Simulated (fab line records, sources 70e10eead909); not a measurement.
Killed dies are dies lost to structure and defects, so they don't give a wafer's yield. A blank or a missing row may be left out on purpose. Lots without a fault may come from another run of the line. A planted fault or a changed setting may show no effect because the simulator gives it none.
Chamber matching | flow nand_harc | NHARC_A_CONTACT_DEP_29 on pecvd-03: 3 sister chambers
The step deposits SiON, target thk 100 nm. 6 wafers are shown with their chamber, then 11 later ones without.

WAFERS WITH THEIR CHAMBER
wafer  | chamber | heater_power_outer_w (W) | heater_power_w (W)
L086.1 | 2       | 470                      | 755
L086.3 | 1       | 421                      | 672
L089.3 | 0       | 508                      | 777
L089.5 | 2       | 432                      | 701
L089.6 | 1       | 467                      | 740
L088.1 | 0       | 515                      | 771

WAFERS WITHOUT THEIR CHAMBER
wafer  | heater_power_outer_w (W) | heater_power_w (W)
L088.3 | 411                      | 687
L088.4 | 527                      | 790
L091.1 | 390                      | 653
L091.2 | 462                      | 769
L091.5 | 471                      | 760
L092.1 | 360                      | 610
L092.2 | 395                      | 641
L092.4 | 378                      | 612
L096.1 | 502                      | 770
L096.3 | 443                      | 707
L096.6 | 500                      | 784

WHICH CHAMBER EACH WENT THROUGH
wafer  | from the rows above          | in truth
L088.3 | can't be placed: 1 or 2      | 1
L088.4 | 0                            | 0
L091.1 | can't be placed: 1 or 2      | 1
L091.2 | can't be placed: 2 or 1 or 0 | 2
L091.5 | can't be placed: 2 or 0 or 1 | 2
L092.1 | can't be placed: 1 or 2      | 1
L092.2 | can't be placed: 1 or 2      | 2
L092.4 | can't be placed: 1 or 2      | 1
L096.1 | can't be placed: 0 or 2      | 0
L096.3 | can't be placed: 1 or 2      | 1
L096.6 | can't be placed: 0 or 2      | 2
Placed correctly: 1 of 11. Can't be placed from these rows: 10 (the true chamber is among the candidates in 10). Placed wrongly: 0.
How it was worked out, from the rows above alone: a wafer's distance from a chamber is the root of the sum, over the readings, of the square of ((its reading less the chamber's mean) divided by the reading's scatter). The wafer belongs to the nearest chamber; if the next one is less than 2 further off, it can't be placed. A chamber's mean is the mean of its shown wafers. The scatter: the root of (the sum of the squares of (reading less its chamber's mean) over the shown wafers, divided by (wafers less chambers)).
